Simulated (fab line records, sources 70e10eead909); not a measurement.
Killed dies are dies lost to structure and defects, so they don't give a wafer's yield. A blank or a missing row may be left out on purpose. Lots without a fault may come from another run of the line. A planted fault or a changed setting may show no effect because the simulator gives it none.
A struck lot beside a sound one | flow nand_harc | 22 steps out of a route of 1302
Sound: wafers L245.2, L245.3, L245.4. Struck: wafers L253.1, L253.2, L253.4. The cause comes at the end.
At each step with rows: each side's tool, then ch and its chambers, then its first start. Under that, the readings that differ: sound wafers | struck wafers | difference of the means | sigmas: that difference in standard deviations of wafers without a fault.
alike: readings whose means differ by less than 2 such deviations, and words and numbers that are the same on both sides. not compared: withheld readings, readings that some wafer has no value for, bounds like >300 that may hide the same value, and numbers for which the record gives no deviation and whose values overlap.
The two part at a step that has a row with sigmas, a row that says differs or no value, or rows on one side only. Numbers that don't overlap but have no deviation are shown without sigmas and don't part them. A reading that every wafer of one side lacks parts them only if that side has two wafers or more.

NHARC_A_BLC_CVD_24: deposits W, target thk 150 nm, time 434 s.
  sound on cvd_w-01 ch 0,1; struck on cvd_w-02 ch 0,1
  reading            | sound       | struck      | difference | sigmas
  heater_power_w (W) | 552 548 531 | 453 438 443 | -99        | -2
  alike: throttle_valve_pct
NHARC_A_BLC_CMP_25: polishes, t overpolish 30 s, target thk 150 nm.
  sound on cmp-04 ch 1,2,3, day 22 12:20; struck on cmp-02 ch 0,1,3, day 26 13:26
  alike: motor_current_A, overpolish_run_s, time_to_endpoint_s
then, 1 step without rows for these wafers: NHARC_A_BLC_SRD_27.
NHARC_A_BLC_INSPECT_28:
  sound on defect_inspect-01, day 22 12:44; struck on defect_inspect-01, day 26 13:50
  alike: raw_defect_count
then, 7 steps without rows for these wafers: NHARC_A_M0_DEP_00 (deposits SiOC, target thk 150 nm); NHARC_A_M0_DEHYDRATE_01 (time 120 s); NHARC_A_M0_HMDS_02 (time 30 s); NHARC_A_M0_COAT_33 (time 65 s); NHARC_A_M0_COAT_03 (resist thk 90 nm); NHARC_A_M0_SOFTBAKE_04 (time 55 s); NHARC_A_M0_EBR_05.
NHARC_A_M0_EXPOSE_06: exposes mask A M0, target cd 80 nm.
  sound on arfi_scanner-03 ch 0, day 22 13:30; struck on arfi_scanner-02 ch 0, day 26 14:36
  reading              | sound             | struck               | difference | sigmas
  exposure_dose_mJ_cm2 | 83.27 83.16 83.23 | 126.73 126.90 126.81 | +43.59     | +99 or more
  alike: mask
then, 2 steps without rows for these wafers: NHARC_A_M0_PEB_07 (peb time 65 s); NHARC_A_M0_DEVELOP_08 (develop time 35 s).
NHARC_A_M0_CD_MEAS_09: target cd 80 nm.
  sound on cd_sem-01 ch 0, day 22 13:38; struck on cd_sem-03 ch 0, day 26 14:44
  reading    | sound          | struck            | difference | sigmas
  cd_nm (nm) | 79.8 79.5 79.5 | 108.3 108.2 108.3 | +28.7      | +41
NHARC_A_M0_OVL_MEAS_10: pitch 160 nm.
  sound on overlay-02, day 22 13:44; struck on overlay-02, day 26 14:50
  alike: overlay_x_nm, overlay_y_nm
NHARC_A_M0_INSPECT_11:
  sound on defect_inspect-02, day 22 13:46; struck on defect_inspect-02, day 26 14:52
  alike: raw_defect_count
NHARC_A_M0_DESCUM_14: chemistry O2, time 3 s.
  sound on rie_diel-01 ch 1,2,3, day 22 13:50; struck on rie_diel-02 ch 1,2,3, day 26 14:55
  reading                | sound            | struck            | difference | sigmas
  rf_hours_counter_h (h) | 6.1 5.5 5.9      | 1.1 1.0 1.2       | -4.7       |
  model.A_M0.cd_nm (nm)  | 80.48 79.3 78.96 | 107.8 108.5 107.3 | +28.3      |
  alike: drypump_motor_current_A, o2_flow_sccm, oes_product_au, rf_vpp_V, showerhead_plenum_p_Torr, throttle_valve_pct
NHARC_A_M0_ETCH_34: etches the open film in N2/H2, target depth 40 nm, overetch 12 nm, time 43.94 s.
  sound on rie_diel-01 ch 0,1,3, day 22 13:55; struck on rie_diel-02 ch 0,1,3, day 26 15:01
  reading                | sound       | struck      | difference | sigmas
  rf_hours_counter_h (h) | 5.9 6.1 6.5 | 1.2 1.3 1.1 | -5.0       |
  alike: drypump_motor_current_A, n2_flow_sccm, oes_product_au, rf_vpp_V, showerhead_plenum_p_Torr, throttle_valve_pct
NHARC_A_M0_ETCH_15: etches the open film in C4F8/Ar, target depth 150 nm, overetch 15 nm, time 82.5 s.
  sound on rie_diel-01 ch 1,2,3; struck on rie_diel-02 ch 0,2,3
  reading                | sound             | struck            | difference | sigmas
  rf_hours_counter_h (h) | 6.0 6.1 5.5       | 1.3 1.2 1.0       | -4.7       |
  model.A_M0.cd_nm (nm)  | 80.21 79.13 78.55 | 107.9 108.1 107.6 | +28.6      |
  alike: oes_product_au, rf_vpp_V
NHARC_A_M0_CD_MEAS_16:
  sound on cd_sem-01, day 22 14:08; struck on cd_sem-03, day 26 15:13
  reading    | sound          | struck            | difference | sigmas
  cd_nm (nm) | 80.4 79.2 78.6 | 108.0 108.1 107.6 | +28.5      | +33
NHARC_END_SORT_01:
  the record has rows for the sound wafers here (prober-02 ch 0, day 24 03:32) and none for the struck ones

WHERE THEY PART
First at NHARC_A_BLC_CVD_24; last, within this record, at NHARC_END_SORT_01.

WHY: what the simulator had put in
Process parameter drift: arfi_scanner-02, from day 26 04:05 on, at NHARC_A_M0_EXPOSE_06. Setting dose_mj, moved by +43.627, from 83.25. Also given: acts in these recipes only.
